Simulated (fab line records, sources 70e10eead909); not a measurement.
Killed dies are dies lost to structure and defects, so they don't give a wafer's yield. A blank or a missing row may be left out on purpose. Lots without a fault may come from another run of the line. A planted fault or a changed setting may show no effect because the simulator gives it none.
A struck lot beside a sound one | flow nand_harc | 13 steps out of a route of 1159
Sound: wafers L436.1, L436.2, L436.3. Struck: wafers L432.2, L432.3. The cause comes at the end.
At each step with rows: each side's tool, then ch and its chambers, then its first start. Under that, the readings that differ: sound wafers | struck wafers | difference of the means | sigmas: that difference in standard deviations of wafers without a fault.
alike: readings whose means differ by less than 2 such deviations, and words and numbers that are the same on both sides. not compared: withheld readings, readings that some wafer has no value for, bounds like >300 that may hide the same value, and numbers for which the record gives no deviation and whose values overlap.
The two part at a step that has a row with sigmas, a row that says differs or no value, or rows on one side only. Numbers that don't overlap but have no deviation are shown without sigmas and don't part them. A reading that every wafer of one side lacks parts them only if that side has two wafers or more.

first, 1 step without rows for these wafers: NHARC_A_SLIT_SRD_20.
NHARC_A_SLIT_CD_MEAS_21:
  sound on cd_sem-02, day 18 04:43; struck on cd_sem-03, day 17 04:04
  alike: cd_nm
then, 3 steps without rows for these wafers: NHARC_A_SIN_REMOVE_WET_00 (chemistry H3PO4, time 15300 s); NHARC_A_SIN_REMOVE_PRECLEAN_01 (cleans in SC1); NHARC_A_SIN_REMOVE_SRD_02.
NHARC_A_SIN_REMOVE_INSPECT_04:
  sound on defect_inspect-01, day 18 10:52; struck on defect_inspect-02, day 17 11:28
  reading          | sound       | struck  | difference | sigmas
  raw_defect_count | 225 221 279 | 498 357 | +186       | +2
NHARC_A_WL_FILL_ALD_00: deposits Al2O3, target thk 3 nm, pulse time 3 s, ald cycles 30.
  sound on ald_hk-04 ch 1,2,3, day 18 11:03; struck on ald_hk-02 ch 0,1, day 17 11:33
  alike: heater_power_outer_w, heater_power_w, precursor_pulse_height_rel
NHARC_A_WL_FILL_RTA_01: time 5 s.
  sound on rtp_anneal-02 ch 0, day 18 11:23; struck on rtp_anneal-01 ch 0, day 17 11:49
  alike: anneal_temp_c_max, lamp_power_pct, wafer_temp_C_max
NHARC_A_WL_FILL_ALD_02: deposits TiN, target thk 2 nm, pulse time 3 s, ald cycles 100.
  sound on ald_metal-04 ch 0,1,3, day 18 11:35; struck on ald_metal-03 ch 0,2, day 17 12:00
  alike: heater_power_outer_w, heater_power_w, precursor_pulse_height_rel
NHARC_A_WL_FILL_CVD_03: deposits W, target thk 40 nm, time 3302 s.
  sound on cvd_w-02 ch 0,1, day 18 15:56; struck on cvd_w-02 ch 0,1, day 17 18:20
  alike: chamber_pressure_Torr, heater_power_outer_w, heater_power_w, throttle_valve_pct
NHARC_A_WL_FILL_ETCHBACK_04: etches the open film in NF3, target depth 60 nm, time 120 s.
  sound on rie_metal-02 ch 0,1, day 18 19:20; struck on rie_metal-03 ch 0,1, day 17 21:14
  reading          | sound             | struck      | difference | sigmas
  run_length_s (s) | 141.4 141.7 141.0 | 149.9 149.3 | +8.2       | +22
  alike: chamber_pressure_mTorr, drypump_motor_current_A, oes_product_au
  not compared: rf_hours_counter_h
NHARC_A_WL_FILL_ETCHBACK_05: etches the open film in Cl2/BCl3, target depth 22 nm, time 60 s.
  sound on rie_metal-02 ch 0,1, day 18 19:34; struck on rie_metal-03 ch 0,1, day 17 21:26
  reading                     | sound       | struck  | difference | sigmas
  drypump_motor_current_A (A) | 5.4 5.5 5.4 | 6.1 6.8 | +1.0       | +2
  alike: chamber_pressure_mTorr, oes_product_au, run_length_s, temp_c
  not compared: rf_hours_counter_h
NHARC_END_SORT_01:
  the record has rows for the sound wafers here (prober-01 ch 0, day 23 03:26) and none for the struck ones

WHERE THEY PART
First at NHARC_A_SIN_REMOVE_INSPECT_04; last, within this record, at NHARC_END_SORT_01.

WHY: what the simulator had put in
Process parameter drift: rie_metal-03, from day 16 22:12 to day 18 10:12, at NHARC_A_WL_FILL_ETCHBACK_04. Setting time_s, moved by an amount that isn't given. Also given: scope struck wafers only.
